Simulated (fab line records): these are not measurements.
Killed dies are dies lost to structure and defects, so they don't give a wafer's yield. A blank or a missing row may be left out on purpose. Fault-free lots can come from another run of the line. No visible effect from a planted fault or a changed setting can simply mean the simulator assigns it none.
3 desks looking at one fault ; flow nand-harc ; what lay behind the numbers comes last; until then each desk has only its own

AT THE METROLOGY DESK
Lot by lot, what the gauges showed, no matter which tool ran the lot: averages of those sampled wafers that carry a number. A lot is out of limits, marked OUT, if its mean lies more than 4 standard deviations from the usual mean; the brackets give that distance.
Columns: A = cd-nm at NHARC_P_ZERO_WELL_CD_MEAS_37, usual 718.9 nm; B = trench-depth-nm at NHARC_P_STI_OCD_MEAS_17, usual 301 nm; C = trench-foot-cd-nm at NHARC_P_STI_OCD_MEAS_17, usual 156.4 nm
lot;first seen here;A;B;C
L156;day 2 04:20;719.3;305;157.2
L158;day 2 16:00;718.7;299;154.8
L159;day 2 22:08;717.9;300;156.1
L160;day 3 06:51;720.1;303;157.7
L161;day 3 10:14;721.9;301;157.8
L162;day 3 15:59;717.7;300;154.0
L164;day 4 04:16;719.0;303;152.7
L168;day 5 04:07;685.9 (-17) OUT;300;159.7
L169;day 5 10:14;719.8;302;155.4
L170;day 5 16:17;686.6 (-17) OUT;299;158.5
L171;day 5 22:33;718.1;296;159.1
L172;day 6 04:16;717.1;302;155.9
L173;day 6 09:59;716.9;300;155.5
Finding of this desk: L168, L170 out of limits; the first was L168 at day 5 04:07, on cd-nm at NHARC_P_ZERO_WELL_CD_MEAS_37. L156, L158, L159, L160, L161, L162, L164, L169, L171, L172, L173: within limits.

THE DEFECT DESK
Inspection counts along the route, by lot: the mean over sampled wafers that carry a number. A lot is out of limits, marked OUT, if its mean lies more than 4 standard deviations from the usual mean; the brackets give that distance.
Columns: A = raw-defect-count at NHARC_P_STI_INSPECT_25, usual 220
lot;first seen here;A
L156;day 4 09:20;188
L158;day 4 09:20;362
L159;day 4 23:10;231
L160;day 5 07:17;161
L161;day 5 07:17;207
L162;day 6 03:20;157
L164;day 6 03:21;248
L168;day 7 01:14;264
L169;day 7 12:16;254
L170;day 7 12:16;224
L171;day 8 08:04;199
L172;day 8 08:05;129
L173;day 8 13:59;236
This desk's finding: nothing out of limits on any of the 13 lots.

TOOL OWNER'S DESK, krf-scanner-02
The tool's own readings at NHARC_P_ZERO_WELL_EXPOSE_34 (exposes mask P PWELL, target cd 720 nm): means of the sampled wafers that have a number, for each lot that ran on this tool. A lot is out of limits, marked OUT, if its mean lies more than 4 standard deviations from the usual mean; the brackets give that distance.
Columns: A = exposure-dose-mJ-cm2 at NHARC_P_ZERO_WELL_EXPOSE_34, usual 22.307; B = stage-vel-mm-s at NHARC_P_ZERO_WELL_EXPOSE_34, usual 500.00 mm/s
lot;first seen here;A;B
L159;day 2 21:59;22.308;499.85
L168;day 5 03:58;18.322 (-99 or more) OUT;500.43
L170;day 5 16:09;18.319 (-99 or more) OUT;500.05
Finding of this desk: L168, L170 out of limits; the first was L168 at day 5 03:58, on exposure-dose-mJ-cm2 at NHARC_P_ZERO_WELL_EXPOSE_34. L159: within limits.

BROUGHT TOGETHER
An alarm could have come from the tool owner's desk at day 5 03:58, on L168, L170.
On L168, L170, the metrology desk was in a position to raise an alarm at day 5 04:07.
The defect desk saw nothing out of limits.
The defect desk has L168, L170 on record, within its limits.
All the named lots went through NHARC_P_ZERO_WELL_EXPOSE_34 on krf-scanner-02.

WHAT WAS PUT IN BY THE SIMULATOR
Drift in process parameters on krf-scanner-02 at NHARC_P_ZERO_WELL_EXPOSE_34, starting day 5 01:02. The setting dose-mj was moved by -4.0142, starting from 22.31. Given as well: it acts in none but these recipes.
Lots struck among those shown: L168, L170.
Fault start to first reading out of limits, in hours, per desk: tool owner, 3; metrology, 3.
